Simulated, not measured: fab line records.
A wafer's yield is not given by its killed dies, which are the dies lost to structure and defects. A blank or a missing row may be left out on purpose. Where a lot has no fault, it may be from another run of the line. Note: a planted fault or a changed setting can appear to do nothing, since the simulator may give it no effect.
fab line records	flow n5_finfet
record: lots: 6	wafers: 16	last_day: 16
route steps=1938 shown BEOL_M6@1239 PASSIVATION@1936
lots untouched by any fault: they come from a run of this same line in which no faults occurred
start_h: hours from the record's first day to the start of the lot's first wafer shown	wait_h: how many hours have passed since the lot's step before this one	" unchanged from the row above	L1.1+2: several wafers, shown together as one row	- value missing, or start not given	* or withheld: withheld	< > ~ a bound
route shown NAME@n: NAME is a module with steps in the file, n the number in the route of the first one	usual: average and standard deviation across the fault-free wafers	same: alike in all rows	chamber/n: place in a boat	sites: readings site by site	_std_site: the standard deviation of these	_edge_site: mean of outer sites minus mean of inner sites	radius_mm: for every site, how far away it sits from the centre of the wafer	mask NAME#n: copy n	behind: the tool/chamber that last shaped the wafer	hold: why the lot was held/for how many hours/how that ended	device: names the non-switching transistor (n, p or np)	end of line: the tests these same wafers got at the end of their route	a step with no rows: only its recipe	killed: count of dies lost to structure and defects at first sort (not the wafer's yield)	map: the dies of a wafer, with x for killed, . for not killed, _ for no die there
set.NAME: the setting that was run; set.NAME@STEP: the one run at that earlier step	model.NAME: the simulator's own value behind a step, which no gauge read
lots at some steps of the route; a table a step, a row a wafer
services: the hour from which a tool's chamber was out of use, counted from the record's first day as start_h (under 0 if before that day), plus the number of hours and why
== steps ==
step: N5_BEOL_M6_TRENCH_ETCH_37
recipe: chemistry: C4F6/O2	target_depth_a: 944.35	target: SiCOH_lowk	time_s: 31.5	ion_energy_ev: 250	pressure_mtorr: 30	source_w: 345	bias_w: 185	Ar_flow_sccm: 300	C4F6_flow_sccm: 10	O2_flow_sccm: 10
usual: O2_flow_sccm: 9.999/0.028	drypump_motor_current_A: 5.8/0.46	oes_product_au: 0.75/0.062	rf_vpp_V: 659/14	showerhead_plenum_p_Torr: 2.88/0.048	throttle_valve_pct: 21.04/0.26
lot.wafer	tool	chamber	start_h	wait_h	O2_flow_sccm	drypump_motor_current_A	oes_product_au	rf_hours_counter_h	rf_vpp_V	showerhead_plenum_p_Torr	throttle_valve_pct
L776.1	rie_diel-06	3	-	-	10.043	5.7	0.81	92	675	2.90	21.19
L776.2	"	0	"	"	9.998	6.4	0.70	202	644	2.82	21.27
L776.5	"	0	"	"	9.975	6.4	0.69	-	645	2.82	21.27
L781.3	rie_diel-06	2	-	-	9.946	5.5	0.76	128	646	2.86	20.88
L781.5	"	0	"	"	10.048	6.4	0.69	-	645	2.81	21.30
L781.6	"	2	"	"	9.980	5.5	0.76	-	647	2.86	20.86
L783.4	rie_diel-05	1	-	-	9.966	6.2	0.81	101	677	2.88	21.15
L783.5	"	1	"	"	10.043	6.2	0.81	-	681	2.88	21.13
L783.6	"	2	"	"	9.997	4.9	0.72	-	678	2.93	20.60
L788.1	rie_diel-05	0	-	-	10.021	5.5	0.76	151	674	2.86	21.33
L788.2	"	2	"	"	9.983	4.9	0.71	217	679	2.92	20.63
L788.6	"	3	"	"	9.995	5.5	0.78	-	656	2.97	20.72
L792.3	rie_diel-06	1	-	-	9.975	5.7	0.68	244	657	2.90	21.00
L792.5	"	1	"	"	9.967	5.7	0.67	-	658	2.90	20.99
L795.5	rie_diel-02	0	-	-	9.988	6.6	0.80	-	658	2.96	20.92
L795.6	"	1	"	"	10.010	6.2	0.95	-	657	2.80	20.42
step: N5_BEOL_M6_ETCH_41
recipe: chemistry: CH3F/O2	target: SiCN	target_depth_a: 297	taper_deg: 2	time_s: 52	ion_energy_ev: 120	mask_material: TiN	pressure_mtorr: 30	source_w: 395	bias_w: 75	Ar_flow_sccm: 150	CH3F_flow_sccm: 30	O2_flow_sccm: 20
usual: O2_flow_sccm: 20.00/0.056	drypump_motor_current_A: 5.8/0.46	oes_product_au: 0.75/0.062	rf_vpp_V: 297.6/1.3	showerhead_plenum_p_Torr: 2.02/0.036	throttle_valve_pct: 16.44/0.23
lot.wafer	tool	chamber	start_h	wait_h	O2_flow_sccm	drypump_motor_current_A	oes_product_au	rf_hours_counter_h	rf_vpp_V	showerhead_plenum_p_Torr	throttle_valve_pct
L776.1	rie_diel-06	3	-	-	20.01	5.7	0.83	92	298.4	2.04	16.50
L776.2	"	0	"	"	19.99	6.4	0.70	202	296.7	1.98	16.66
L776.5	"	0	"	"	20.11	6.4	0.70	-	295.4	1.98	16.66
L781.3	rie_diel-06	2	-	-	19.98	5.5	0.76	128	297.8	2.01	16.25
L781.5	"	0	"	"	19.94	6.4	0.69	-	296.1	1.98	16.69
L781.6	"	2	"	"	19.91	5.5	0.76	-	298.0	2.01	16.26
L783.4	rie_diel-05	1	-	-	19.96	6.2	0.82	101	298.0	2.03	16.46
L783.5	"	1	"	"	19.97	6.2	0.82	-	299.0	2.03	16.48
L783.6	"	2	"	"	20.00	4.9	0.73	-	298.3	2.06	16.10
L788.1	rie_diel-05	0	-	-	20.03	5.5	0.75	151	296.4	2.01	16.66
L788.2	"	2	"	"	19.96	4.9	0.70	217	299.9	2.06	16.13
L788.6	"	3	"	"	19.98	5.5	0.77	-	298.8	2.09	16.13
L792.3	rie_diel-06	1	-	-	20.06	5.7	0.66	244	298.6	2.04	16.48
L792.5	"	1	"	"	20.09	5.7	0.66	-	298.7	2.04	16.49
L795.5	rie_diel-02	0	-	-	20.01	6.5	0.80	-	299.3	2.09	16.33
L795.6	"	1	"	"	19.97	6.3	0.94	-	296.8	1.96	15.78
step: N5_BEOL_M6_STRIP_80
recipe: chemistry: N2/H2	time_s: 10	power_w: 450	temp_c: 40	pressure_mtorr: 20	rf_frequency_hz: 6e+07	bias_power_w: 7	n2_flow_sccm: 200	h2_flow_sccm: 200
usual: drypump_motor_current_A: 5.8/0.46	oes_product_au: 0.75/0.062	rf_vpp_V: 59.3/0.85	showerhead_plenum_p_Torr: 2.56/0.055	temp_c: 40.01/0.11	throttle_valve_pct: 23.75/0.28
lot.wafer	tool	chamber	start_h	wait_h	drypump_motor_current_A	oes_product_au	rf_hours_counter_h	rf_vpp_V	showerhead_plenum_p_Torr	temp_c	throttle_valve_pct
L776.1	rie_diel-06	3	-	-	5.7	0.82	92	59.1	2.56	39.79	23.81
L776.2	"	0	"	"	6.4	0.70	202	60.4	2.51	40.02	24.28
L776.5	"	0	"	"	6.4	0.70	-	58.3	2.51	40.09	24.28
L781.3	rie_diel-06	2	-	-	5.5	0.76	129	57.7	2.55	40.02	23.59
L781.5	"	0	"	"	6.4	0.69	-	57.8	2.50	40.01	24.31
L781.6	"	2	"	"	5.5	0.76	-	57.4	2.55	40.13	23.57
L783.4	rie_diel-05	1	-	-	6.2	0.82	101	60.6	2.56	39.79	24.00
L783.5	"	1	"	"	6.2	0.82	-	59.2	2.56	39.97	24.01
L783.6	"	2	"	"	4.9	0.72	-	58.8	2.63	39.99	23.40
L788.1	rie_diel-05	0	-	-	5.5	0.75	151	60.4	2.53	40.01	23.59
L788.2	"	2	"	"	4.9	0.70	217	60.2	2.62	40.05	23.44
L788.6	"	3	"	"	5.5	0.77	-	59.4	2.65	39.89	23.45
L792.3	rie_diel-06	1	-	-	5.7	0.67	244	59.2	2.60	39.79	23.54
L792.5	"	1	"	"	5.7	0.66	-	60.4	2.60	39.89	23.54
L795.5	rie_diel-02	0	-	-	6.6	0.80	-	59.5	2.69	40.06	23.91
L795.6	"	1	"	"	6.3	0.94	-	59.7	2.50	39.94	23.10
step: N5_BEOL_M6_OCD_MEAS_38
usual: trench_depth_nm: 93.9/1.4
lot.wafer	tool	chamber	start_h	wait_h	trench_depth_nm
L776.1	ocd-02	-	181.89	-	94.0
L776.2	"	-	"	"	93.1
L776.5	"	-	"	"	92.7
L781.3	ocd-02	-	212.90	-	92.4
L781.5	"	-	"	"	93.6
L781.6	"	-	"	"	92.2
L783.4	ocd-02	-	223.12	-	94.5
L783.5	"	-	"	"	95.0
L783.6	"	-	"	"	93.8
L788.1	ocd-01	-	263.08	-	98.3
L788.2	"	-	"	"	94.9
L788.6	"	-	"	"	91.9
L792.3	ocd-02	-	290.33	-	94.6
L792.5	"	-	"	"	93.8
L795.5	ocd-01	-	303.68	-	94.1
L795.6	"	-	"	"	97.1
step: N5_BEOL_M6_HM_STRIP_39
recipe: chemistry: peroxide_tin_strip	material: TiN	target_depth_a: 250	temp_c: 50	time_s: 158
step: N5_BEOL_M6_SRD_40
recipe: time_s: 30	temp_c: 23	rinse_liquid: diw	dry: ipa_marangoni
step: N5_BEOL_M6_PRECLEAN_42
recipe: chemistry: residue_remover	time_s: 60	temp_c: 40
step: N5_BEOL_M6_SRD_43
recipe: time_s: 30	temp_c: 23	rinse_liquid: diw	dry: ipa_marangoni
step: N5_BEOL_M6_CD_MEAS_35
recipe: target_cd_nm: 40	target_cd_y_nm: 28	polarity: opening
usual: cd_nm: 39.8/0.53
lot.wafer	tool	chamber	start_h	wait_h	cd_nm
L776.1	cd_sem-02	-	182.05	0.0	39.1
L776.2	"	-	"	"	38.5
L776.5	"	-	"	"	38.8
L781.3	cd_sem-01	-	213.06	0.0	39.5
L781.5	"	-	"	"	39.1
L781.6	"	-	"	"	39.4
L783.4	cd_sem-01	-	223.37	0.0	39.0
L783.5	"	-	"	"	40.1
L783.6	"	-	"	"	38.9
L788.1	cd_sem-03	-	263.23	0.0	39.2
L788.2	"	-	"	"	39.0
L788.6	"	-	"	"	39.0
L792.3	cd_sem-02	-	290.64	0.0	39.9
L792.5	"	-	"	"	39.4
L795.5	cd_sem-02	-	303.84	0.0	39.7
L795.6	"	-	"	"	40.7
step: N5_BEOL_M6_CURE_75
recipe: temp_c: 370	time_s: 120	ambient: DMADMS/He	material: SiCOH_lowk
step: N5_BEOL_M6_DEGAS_44
recipe: ambient: vacuum	temp_c: 250	time_s: 60
usual: heater_power_w: 322/25
lot.wafer	tool	chamber	start_h	wait_h	heater_power_w
L776.1	pvd_sputter-02	-	182.49	0.3	295
L776.2	"	-	"	"	294
L776.5	"	-	"	"	290
L781.3	pvd_sputter-02	-	213.47	0.2	290
L781.5	"	-	"	"	287
L781.6	"	-	"	"	317
L783.4	pvd_sputter-01	-	223.87	0.3	312
L783.5	"	-	"	"	325
L783.6	"	-	"	"	299
L788.1	pvd_sputter-02	-	263.67	0.3	325
L788.2	"	-	"	"	297
L788.6	"	-	"	"	287
L792.3	pvd_sputter-02	-	292.04	1.2	310
L792.5	"	-	"	"	288
L795.5	pvd_sputter-03	-	304.60	0.5	331
L795.6	"	-	"	"	347
step: N5_BEOL_M6_PRE_CLEAN_45
recipe: gas: H2/He	time_s: 30	temp_c: 250
usual: heater_power_w: 322/25
lot.wafer	tool	chamber	start_h	wait_h	heater_power_w
L776.1	pvd_sputter-02	-	182.53	0.0	287
L776.2	"	-	"	"	293
L776.5	"	-	"	"	290
L781.3	pvd_sputter-02	-	213.51	0.0	280
L781.5	"	-	"	"	291
L781.6	"	-	"	"	322
L783.4	pvd_sputter-01	-	223.91	0.0	301
L783.5	"	-	"	"	323
L783.6	"	-	"	"	299
L788.1	pvd_sputter-02	-	263.71	0.0	323
L788.2	"	-	"	"	287
L788.6	"	-	"	"	293
L792.3	pvd_sputter-02	-	292.08	0.0	311
L792.5	"	-	"	"	292
L795.5	pvd_sputter-03	-	304.64	0.0	326
L795.6	"	-	"	"	351
step: N5_BEOL_M6_ALD_77
recipe: material: TaN	target_thk_a: 20	temp_c: 275	ald_precursor_family: PDMAT	ald_co_reactant: NH3	pressure_torr: 3	carrier_flow_sccm: 1500	pulse_time_s: 2	purge_time_s: 3	co_reactant_purge_time_s: 2	co_reactant_pulse_time_s: 3	ald_cycles: 40	precursor_vessel_temp_c: 75	precursor_vessel_pressure_torr: 26.25	precursor_vessel_carrier_sccm: 1000
usual: co_reactant_pulse_time_s: 3/0	heater_power_w: 436/39
lot.wafer	tool	chamber	start_h	wait_h	co_reactant_pulse_time_s	heater_power_w
L776.1	ald_metal-01	1	182.61	0.1	3	449
L776.2	"	0	"	"	3	459
L776.5	"	0	"	"	3	468
L781.3	ald_metal-04	0	213.65	0.1	3	423
L781.5	"	1	"	"	3	417
L781.6	"	0	"	"	3	422
L783.4	ald_metal-02	1	223.97	0.0	3	441
L783.5	"	3	"	"	3	381
L783.6	"	2	"	"	3	416
L788.1	ald_metal-01	0	263.79	0.1	3	459
L788.2	"	3	"	"	3	446
L788.6	"	2	"	"	3	388
L792.3	ald_metal-01	1	292.14	0.0	3	445
L792.5	"	0	"	"	3.7345	456
L795.5	ald_metal-01	0	304.82	0.2	3.7345	465
L795.6	"	1	"	"	3	438
step: N5_BEOL_M6_SURFACE_TREAT_79
recipe: gas: Ar	time_s: *	ion_energy_ev: *	ion_current_ma_cm2: 0.5	pressure_mtorr: *	ar_flow_sccm: 30
step: N5_PASSIVATION_PROBE_49
usual: defect_limited_yield: 90.9/1.5	killed_at_M0_to_M3: 36/9.9	killed_at_M4_up: 13/4.5	killed_at_contacts: 13/6.4	killed_at_front_end: 42/12	killed_at_other: 3.4/3	killed_dies: 107/18	killed_on_rim: 14/4.3	killed_open: 69/13	killed_short: 35/8.2	sort_bin_5_function: 5.3/1.1	sort_bin_6_memory: 3.4/0.69	sort_n_pass: 1073/18	sort_yield_pct: 90.9/1.5
same: gross_dies: 1180	killed_at_back_side: 0	sort_bin_4_leakage[%]: 0	sort_bin_8_speed[%]: 0
lot.wafer	tool	chamber	start_h	wait_h	defect_limited_yield[%]	killed_at_M0_to_M3	killed_at_M4_up	killed_at_contacts	killed_at_front_end	killed_at_other	killed_dies	killed_on_rim	killed_open	killed_short	sort_bin_5_function[%]	sort_bin_6_memory[%]	sort_n_pass	sort_yield_pct[%]
L776.1	prober-01	-	258.60	0.0	88.4	60	17	5	54	1	137	18	78	58	8.1	3.5	1043	88.4
L776.2	prober-01	-	258.65	0.1	89.6	58	6	15	43	1	123	26	82	40	6.4	3.5	1057	89.6
L776.5	prober-01	-	258.80	0.2	91.4	46	6	13	34	2	101	15	61	40	5.3	3.1	1079	91.4
L781.3	prober-02	-	306.09	0.1	91.7	33	18	7	37	3	98	8	64	33	4.8	3.0	1082	91.7
L781.5	prober-02	-	306.19	0.2	91.4	24	12	10	51	4	101	13	66	33	5.1	3.3	1079	91.4
L781.6	prober-02	-	306.24	0.3	90.4	38	9	21	43	2	113	10	67	45	5.2	4.0	1067	90.4
L783.4	prober-01	-	306.51	0.2	90.8	37	16	11	38	6	108	18	75	33	5.3	3.5	1072	90.8
L783.5	prober-01	-	306.56	0.2	91.5	41	9	4	42	4	100	13	53	46	4.3	3.7	1080	91.5
L783.6	prober-01	-	306.61	0.3	91.2	29	26	12	34	3	104	11	66	37	5.0	3.6	1076	91.2
L788.1	prober-02	-	343.95	0.0	94.0	27	6	5	30	3	71	2	45	24	3.8	2.2	1109	94.0
L788.2	prober-02	-	344.00	0.1	94.4	18	11	8	26	3	66	9	48	16	2.5	2.8	1114	94.4
L788.6	prober-02	-	344.20	0.3	92.4	37	8	5	37	3	90	20	57	27	3.5	3.2	1090	92.4
L792.3	prober-01	-	382.25	0.1	91.0	27	12	15	47	5	106	13	67	36	5.7	2.9	1074	91.0
L792.5	prober-01	-	382.35	0.2	93.1	15	11	11	27	17	81	11	48	29	4.1	2.4	1099	93.1
L795.5	prober-02	-	386.91	0.2	91.1	56	11	11	20	7	105	20	66	38	5.6	3.0	1075	91.1
L795.6	prober-02	-	386.96	0.3	90.4	44	14	19	34	2	113	12	81	30	5.8	3.6	1067	90.4
killed by level:class
L776.1 BEOL_M0_SAQP:geometric_particle:short=30 FIN_SAQP:geometric_particle:open=18 BEOL_M0_SAQP:geometric_particle:open=14 BEOL_M4:geometric_particle:open=13 FIN_SAQP:geometric_particle:short=10 STI_FIN_REVEAL:geometric_particle:open=7 BEOL_M1:geometric_particle:open=7 DUMMY_GATE:geometric_particle:open=5
L776.2 BEOL_M0_SAQP:geometric_particle:open=18 BEOL_M0_SAQP:geometric_particle:short=17 MOL_CONTACT_COAG:geometric_particle:open=14 BEOL_M2:geometric_particle:open=10 FIN_SAQP:geometric_particle:open=8 STI_FIN_REVEAL:geometric_particle:open=8 BEOL_M4:geometric_particle:open=5 FIN_SAQP:geometric_particle:short=4
L776.5 BEOL_M0_SAQP:geometric_particle:short=21 BEOL_M0_SAQP:geometric_particle:open=17 MOL_CONTACT_COAG:geometric_particle:open=12 DUMMY_GATE:geometric_particle:open=9 FIN_SAQP:geometric_particle:short=7 FIN_SAQP:geometric_particle:open=5 GATE_CUT:geometric_particle:short=4 BEOL_M1:geometric_particle:open=3
L781.3 FIN_SAQP:geometric_particle:open=10 BEOL_M0_SAQP:geometric_particle:open=9 BEOL_M0_SAQP:geometric_particle:short=8 BEOL_M4:geometric_particle:open=8 FIN_SAQP:geometric_particle:short=6 BEOL_M3:geometric_particle:open=6 MOL_CONTACT_COAG:geometric_particle:open=5 STARTING-WAFER:geometric_particle:short=5
L781.5 FIN_SAQP:geometric_particle:open=16 FIN_SAQP:geometric_particle:short=8 DUMMY_GATE:geometric_particle:open=8 MOL_CONTACT_COAG:geometric_particle:open=8 BEOL_M3:geometric_particle:open=5 STI_FIN_REVEAL:geometric_particle:open=5 BEOL_M0_SAQP:geometric_particle:short=5 GATE_CUT:geometric_particle:short=4
L781.6 MOL_CONTACT_COAG:geometric_particle:open=15 BEOL_M0_SAQP:geometric_particle:short=15 FIN_SAQP:geometric_particle:open=14 FIN_SAQP:geometric_particle:short=12 BEOL_M3:geometric_particle:open=8 BEOL_M0_SAQP:geometric_particle:open=7 MOL_CONTACT_COAG:geometric_particle:short=6 BEOL_M4:geometric_particle:open=5
L783.4 BEOL_M0_SAQP:geometric_particle:open=14 MOL_CONTACT_COAG:geometric_particle:open=9 FIN_SAQP:geometric_particle:open=8 BEOL_M4:geometric_particle:open=8 STI_FIN_REVEAL:geometric_particle:open=7 BEOL_M0_SAQP:geometric_particle:short=7 FIN_SAQP:geometric_particle:short=6 BEOL_M1:geometric_particle:open=6
L783.5 FIN_SAQP:geometric_particle:short=13 BEOL_M0_SAQP:geometric_particle:open=11 BEOL_M0_SAQP:geometric_particle:short=8 GATE_CUT:geometric_particle:short=7 BEOL_M4:geometric_particle:open=7 STI_FIN_REVEAL:geometric_particle:open=5 BEOL_M1:geometric_particle:open=5 BEOL_M2:geometric_particle:short=5
L783.6 BEOL_M4:geometric_particle:open=14 BEOL_M0_SAQP:geometric_particle:short=12 MOL_CONTACT_COAG:geometric_particle:open=9 FIN_SAQP:geometric_particle:short=6 DUMMY_GATE:geometric_particle:open=6 GATE_CUT:geometric_particle:open=5 BEOL_M0_SAQP:geometric_particle:open=5 BEOL_M2:geometric_particle:open=4
L788.1 BEOL_M3:geometric_particle:open=13 STI_FIN_REVEAL:geometric_particle:open=8 GATE_CUT:geometric_particle:short=6 FIN_SAQP:geometric_particle:open=5 BEOL_M0_SAQP:geometric_particle:short=4 STARTING-WAFER:geometric_particle:short=4 MOL_CONTACT_COAG:geometric_particle:open=3 BEOL_M2:geometric_particle:open=3
L788.2 FIN_SAQP:geometric_particle:open=6 BEOL_M0_SAQP:geometric_particle:open=6 STI_FIN_REVEAL:geometric_particle:open=5 MOL_CONTACT_COAG:geometric_particle:open=5 BEOL_M0:geometric_particle:open=4 BEOL_M4:geometric_particle:open=4 GATE_CUT:geometric_particle:open=3 BEOL_M1:geometric_particle:open=3
L788.6 BEOL_M0_SAQP:geometric_particle:open=8 BEOL_M2:geometric_particle:open=7 STI_FIN_REVEAL:geometric_particle:open=6 GATE_CUT:geometric_particle:short=6 BEOL_M1:geometric_particle:open=6 BEOL_M0_SAQP:geometric_particle:short=6 BEOL_M3:geometric_particle:open=5 HKMG_FIN:area_etch=5
L792.3 MOL_CONTACT_COAG:geometric_particle:open=13 FIN_SAQP:geometric_particle:short=9 FIN_SAQP:geometric_particle:open=9 DUMMY_GATE:geometric_particle:open=8 BEOL_M3:geometric_particle:open=8 BEOL_M1:geometric_particle:open=7 STARTING-WAFER:geometric_particle:short=5 BEOL_M0_SAQP:geometric_particle:open=5
L792.5 MOL_CONTACT_COAG:geometric_particle:open=6 BEOL_M4:geometric_particle:open=5 FIN_SAQP:geometric_particle:short=4 GATE_CUT:geometric_particle:open=4 MOL_CONTACT_COAG:geometric_particle:short=4 BEOL_M0_SAQP:geometric_particle:open=4 BEOL_M1:geometric_particle:open=4 PAD_METAL:geometric_particle:short=4
L795.5 BEOL_M0_SAQP:geometric_particle:short=14 MOL_CONTACT_COAG:geometric_particle:open=11 BEOL_M2:geometric_particle:open=11 BEOL_M3:geometric_particle:open=10 BEOL_M0_SAQP:geometric_particle:open=6 FIN_SAQP:geometric_particle:open=5 BEOL_M3:geometric_particle:short=5 BEOL_M1:geometric_particle:open=3
L795.6 MOL_CONTACT_COAG:geometric_particle:open=15 BEOL_M2:geometric_particle:open=12 FIN_SAQP:geometric_particle:open=11 BEOL_M0_SAQP:geometric_particle:short=7 BEOL_M3:geometric_particle:open=7 BEOL_M5:geometric_particle:open=5 FIN_SAQP:geometric_particle:short=5 BEOL_M0_SAQP:geometric_particle:open=5
== services ==
tool	chamber	start_h	hours	kind
rie_diel-06	1	161.09	4.9	repair
rie_diel-05	2	164.28	5.6	repair
ald_metal-02	3	177.12	19.9	repair
rie_diel-06	3	211.16	15.1	repair
ald_metal-04	-	223.20	0.6	repair
rie_diel-02	2	226.34	13.2	repair
rie_diel-06	1	233.21	4.6	repair
rie_diel-06	-	242.52	0.3	repair
rie_diel-02	1	251.75	-	clean
rie_diel-02	1	251.75	-	consumable_replace:focus_ring
ald_metal-01	0	267.58	10.6	repair
ald_metal-04	1	284.38	6.7	repair
rie_diel-06	0	289.58	6.3	repair
rie_diel-05	3	300.97	6.5	repair
== key ==
first_sign: step: N5_BEOL_M6_ALD_77	reading: co_reactant_pulse_time_s	direction: up	sigmas: 99+	usual: *	struck: *
effect none on later readings
met_at N5_BEOL_M6_ALD_77
struck_wafers L792.5,L795.5
onset_between 263.79 292.14
fault: kind: process_parameter_drift	tool: ald_metal-01	chamber: -	onset_h: 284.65	steps: N5_BEOL_M6_ALD_77	channel: co_reactant_pulse_time_s	offset: *	shape: step	end_h: 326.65	scope: struck_wafers_only	acts_in: *	stated: *
